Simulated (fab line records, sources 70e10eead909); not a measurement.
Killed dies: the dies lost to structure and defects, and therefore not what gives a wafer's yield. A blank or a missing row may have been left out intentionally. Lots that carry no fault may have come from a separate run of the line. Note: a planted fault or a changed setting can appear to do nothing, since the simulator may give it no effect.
Matching of chambers	flow nand-harc	NHARC_A_STAIRCASE_DEP_259 on pecvd-02 has 3 sister chambers
The step deposits SiON, target thk 30 nm. 27 wafers are shown with their chamber, then 12 later ones without.

EACH WAFER AND ITS CHAMBER
wafer	chamber	heater-power-w (W)
L076.2	0	636
L076.4	2	719
L076.5	1	678
L075.2	0	631
L075.3	1	605
L075.5	1	606
L078.1	0	667
L078.3	0	681
L078.4	2	699
L077.1	2	657
L077.2	0	602
L077.3	2	622
L082.1	2	784
L082.3	1	610
L082.6	2	770
L083.1	1	634
L083.4	0	667
L083.6	2	674
L086.3	1	582
L086.4	2	816
L086.6	1	560
L087.2	2	810
L087.5	0	738
L087.6	2	788
L088.2	2	779
L088.4	1	620
L088.5	2	797

SIGNATURES (averages over the wafers above)
reading	chamber 0	chamber 1	chamber 2	scatter within a chamber
heater-power-w	660.29	611.88	742.92	53.1
Rule: a wafer's distance from a chamber is the root of the sum, over the readings, of the square of ((its reading less the chamber's mean) divided by the reading's scatter). The wafer belongs to the nearest chamber; if the next one is less than 2 further off, it can't be placed. How the scatter is found: for the shown wafers, subtract from each reading the mean of its chamber, square and add these, divide the total by (wafers less chambers), then take the root.

WAFERS WITHOUT THEIR CHAMBER
wafer	heater-power-w (W)
L090.3	688
L090.4	581
L090.6	738
L093.2	689
L093.5	748
L093.6	677
L097.2	649
L097.4	681
L097.6	728
L096.1	626
L096.2	606
L096.3	637

WHICH CHAMBER EACH WENT THROUGH
wafer	from the rows above	in truth
L090.3	can't be placed: 0 or 2 or 1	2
L090.4	can't be placed: 1 or 0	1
L090.6	can't be placed: 2 or 0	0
L093.2	can't be placed: 0 or 2 or 1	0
L093.5	can't be placed: 2 or 0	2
L093.6	can't be placed: 0 or 1 or 2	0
L097.2	can't be placed: 0 or 1 or 2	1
L097.4	can't be placed: 0 or 2 or 1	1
L097.6	can't be placed: 2 or 0 or 1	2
L096.1	can't be placed: 1 or 0 or 2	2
L096.2	can't be placed: 1 or 0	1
L096.3	can't be placed: 0 or 1 or 2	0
Correct placement for 0 of the 12. These rows do not allow placing 12 (true chamber among the candidates in 12). Wrongly placed: 0.
